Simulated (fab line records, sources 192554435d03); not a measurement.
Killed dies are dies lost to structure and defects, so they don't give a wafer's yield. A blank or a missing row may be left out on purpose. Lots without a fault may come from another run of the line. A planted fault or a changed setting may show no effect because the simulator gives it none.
Split-lot experiment | flow n5_finfet | 7 lots, 21 wafers read, on a route of 1938 steps

THE SPLIT
At N5_BEOL_M11_PECVD_70 (deposits SiO2 from TEOS/O2, target thk 20 nm, time 22.7 s), the setting time_s was moved away from the recipe's 22.7 s on 5 of the 21 wafers read, by -12.3% to -4.1%. The other wafers ran this setting at the recipe's value.

FROM THE SPLIT TO THE READING: what the file shows between them, 4 steps
- N5_BEOL_M11_ETCH_66: etches SOC in N2/H2, target depth 120 nm, overetch 24 nm, time 180 s (also split here: time_s)
- N5_BEOL_M11_TRENCH_ETCH_37: etches SiCOH lowk in C4F6/O2, target depth 148.83 nm, time 48 s (also split here: bias_w)
- N5_BEOL_M11_ETCH_41: etches SiCN in CH3F/O2, target depth 42.6 nm, time 86 s
- N5_BEOL_M11_STRIP_77: strips in N2/H2, time 10 s

THE READING
SiO2_of_BEOL_M11_PECVD_70.thk_nm (the simulator's own value, which no gauge read), in nm, at N5_BEOL_M11_HM_STRIP_39 (strips TiN in peroxide tin strip, target depth 25 nm, time 158 s). The file gives no usual value for it. The 16 wafers here that ran the recipe average 19.5 nm, standard deviation 0.25 nm.

wafer  | tool, chamber at the split | time_s as run, s | against the recipe | SiO2_of_BEOL_M11_PECVD_70.thk_nm, nm | against lot-mates on the recipe
L078.1 | pecvd-02, 2                | 22.7             | recipe             | 19.6                                 | -
L078.4 | pecvd-02, 2                | 22.7             | recipe             | 19.4                                 | -
L078.6 | pecvd-02, 0                | 22.7             | recipe             | 19.2                                 | -
L079.2 | pecvd-02, 0                | 20.35            | -10.4%             | 17.4                                 | -2.0
L079.3 | pecvd-02, 2                | 22.7             | recipe             | 19                                   | -
L079.5 | pecvd-02, 1                | 22.7             | recipe             | 19.8                                 | -
L089.2 | pecvd-02, 1                | 22.7             | recipe             | 19.2                                 | -
L089.4 | pecvd-02, 0,1              | 22.7             | recipe             | 19.6                                 | -
L089.5 | pecvd-02, 0,1              | 22.7             | recipe             | 19.4                                 | -
L092.2 | pecvd-02, 1,2              | 22.7             | recipe             | 19.4                                 | -
L092.3 | pecvd-02, 1,2              | 22.7             | recipe             | 19.4                                 | -
L092.5 | pecvd-02, 0                | 22.7             | recipe             | 19.8                                 | -
L091.1 | pecvd-02, 0                | 21.78            | -4.1%              | 18.6                                 | -0.8
L091.3 | pecvd-02, 2                | 22.7             | recipe             | 19.4                                 | -
L091.4 | pecvd-02, 2                | 21.78            | -4.1%              | 19                                   | -0.4
L093.3 | pecvd-03, 0,1              | 19.9             | -12.3%             | 17.6                                 | -2.4
L093.5 | pecvd-03, 0,1              | 19.9             | -12.3%             | 17.6                                 | -2.4
L093.6 | pecvd-03, 0                | 22.7             | recipe             | 20                                   | -
L097.2 | pecvd-03, 0                | 22.7             | recipe             | 19.2                                 | -
L097.3 | pecvd-03, 2                | 22.7             | recipe             | 19.4                                 | -
L097.4 | pecvd-03, 0                | 22.7             | recipe             | 19.6                                 | -
Where a row lists several chambers, the file gives one row for several wafers and doesn't say which wafer went through which chamber.

THE FIT
A straight line over all 21 wafers: SiO2_of_BEOL_M11_PECVD_70.thk_nm changes by +0.163 nm for each +1% of time_s; r = +0.94; the points scatter about the line by 0.26 nm.
The same after taking each lot's own level away (the mean of its wafers on the recipe; 21 wafers): +0.192 nm for each +1%; r = +0.97; scatter 0.21 nm.
On that fit, the largest move of time_s shifts the reading by 2.4 nm.
The lots' own levels span 19.40 to 20.00 nm, that is 2.4 times the standard deviation above.
So the lot-to-lot level changes the slope: the two fits differ.
Check: with one of the wafers moved furthest among these (-12.3%) left out of the fit, the line predicts -2.33 nm for it against its lot-mates. It came out at -2.4 nm against them.

OTHER SPLITS ON THESE WAFERS
These wafers also went through other splits before the reading. Each is held against what the fit with the lots' levels taken away leaves over:
other split on the same wafers    | wafers away from the commonest value | r with SiO2_of_BEOL_M11_PECVD_70.thk_nm (lot level and that fit taken away)
N5_BEOL_M11_ETCH_66 time_s        | 8                                    | +0.38
N5_BEOL_M11_TRENCH_ETCH_37 bias_w | 4                                    | -0.45

THE WHOLE CHAIN: every reading that the file lists as answering this split, in the file's order
step                    | what it does                                                     | reading                                                                           | change (the file's fit)               | r (the file's)
N5_BEOL_M11_PECVD_70    | deposits SiO2 from TEOS/O2, target thk 20 nm, time 22.7 s        | SiO2_of_BEOL_M11_PECVD_70.thk_nm (the simulator's own value, which no gauge read) | +0.199 nm for each +1% of the setting | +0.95
N5_BEOL_M11_HM_STRIP_39 | strips TiN in peroxide tin strip, target depth 25 nm, time 158 s | SiO2_of_BEOL_M11_PECVD_70.thk_nm (the simulator's own value, which no gauge read) | +0.191 nm for each +1% of the setting | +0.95

THE FILE'S OWN FIT
SiO2_of_BEOL_M11_PECVD_70.thk_nm changes by +0.191 nm for each +1% of time_s, r = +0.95.
